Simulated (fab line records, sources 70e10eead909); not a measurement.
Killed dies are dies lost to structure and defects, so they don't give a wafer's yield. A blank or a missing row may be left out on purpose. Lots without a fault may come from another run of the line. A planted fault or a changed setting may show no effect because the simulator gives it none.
Chamber matching | flow nand_harc | NHARC_A_CONTACT_ALD_18 on ald_metal-04: 4 sister chambers
The step deposits TiN, target thk 3 nm, pulse time 1 s, ald cycles 150. 20 wafers are shown with their chamber, then 10 later ones without.

WAFERS WITH THEIR CHAMBER
wafer  | chamber | heater_power_w (W) | heater_power_outer_w (W) | precursor_pulse_height_rel
L077.2 | 2       | 978                | 632                      | 0.995
L077.3 | 1       | 1302               | 750                      | 0.981
L077.5 | 1       | 1288               | 740                      | 0.985
L081.1 | 2       | 970                | 624                      | 0.999
L081.2 | 3       | 1052               | 664                      | 1.013
L081.3 | 1       | 1286               | 742                      | 1.002
L080.3 | 0       | 1153               | 736                      | 0.984
L080.5 | 2       | 1019               | 630                      | 0.981
L080.6 | 1       | 1248               | 736                      | 1.006
L083.2 | 3       | 1080               | 663                      | 0.976
L083.4 | 2       | 952                | 643                      | 1.000
L083.6 | 3       | 1048               | 653                      | 0.989
L085.4 | 1       | 1283               | 730                      | 0.976
L085.5 | 1       | 1287               | 765                      | 1.007
L085.6 | 0       | 1178               | 753                      | 0.995
L086.3 | 1       | 1251               | 717                      | 0.990
L086.4 | 1       | 1263               | 720                      | 0.999
L086.6 | 2       | 989                | 627                      | 1.027
L089.1 | 2       | 975                | 595                      | 1.017
L089.3 | 0       | 1135               | 726                      | 1.015

SIGNATURES (means of the wafers above)
reading                    | chamber 0 | chamber 1 | chamber 2 | chamber 3 | scatter within a chamber
heater_power_w             | 1155.33   | 1276.00   | 980.50    | 1060.00   | 20.5
heater_power_outer_w       | 738.33    | 737.50    | 625.17    | 660.00    | 14.7
precursor_pulse_height_rel | 0.99800   | 0.99325   | 1.00317   | 0.99267   | 0.0149
Rule: a wafer's distance from a chamber is the root of the sum, over the readings, of the square of ((its reading less the chamber's mean) divided by the reading's scatter). The wafer belongs to the nearest chamber; if the next one is less than 2 further off, it can't be placed. The scatter: the root of (the sum of the squares of (reading less its chamber's mean) over the shown wafers, divided by (wafers less chambers)).

WAFERS WITHOUT THEIR CHAMBER
wafer  | heater_power_w (W) | heater_power_outer_w (W) | precursor_pulse_height_rel
L089.6 | 978                | 608                      | 0.998
L091.2 | 1143               | 712                      | 1.016
L091.3 | 1043               | 625                      | 0.991
L091.6 | 1005               | 605                      | 0.990
L095.2 | 970                | 600                      | 1.005
L095.3 | 1045               | 647                      | 1.007
L095.5 | 1329               | 774                      | 0.977
L097.3 | 1008               | 653                      | 1.016
L097.4 | 1329               | 780                      | 0.977
L097.6 | 1175               | 719                      | 1.012

WHICH CHAMBER EACH WENT THROUGH
wafer  | from the rows above     | in truth
L089.6 | 2                       | 2
L091.2 | 0                       | 0
L091.3 | can't be placed: 3 or 2 | 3
L091.6 | 2                       | 2
L095.2 | 2                       | 2
L095.3 | can't be placed: 3 or 2 | 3
L095.5 | 1                       | 1
L097.3 | can't be placed: 2 or 3 | 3
L097.4 | 1                       | 1
L097.6 | 0                       | 0
Placed correctly: 7 of 10. Can't be placed from these rows: 3 (the true chamber is among the candidates in 3). Placed wrongly: 0.
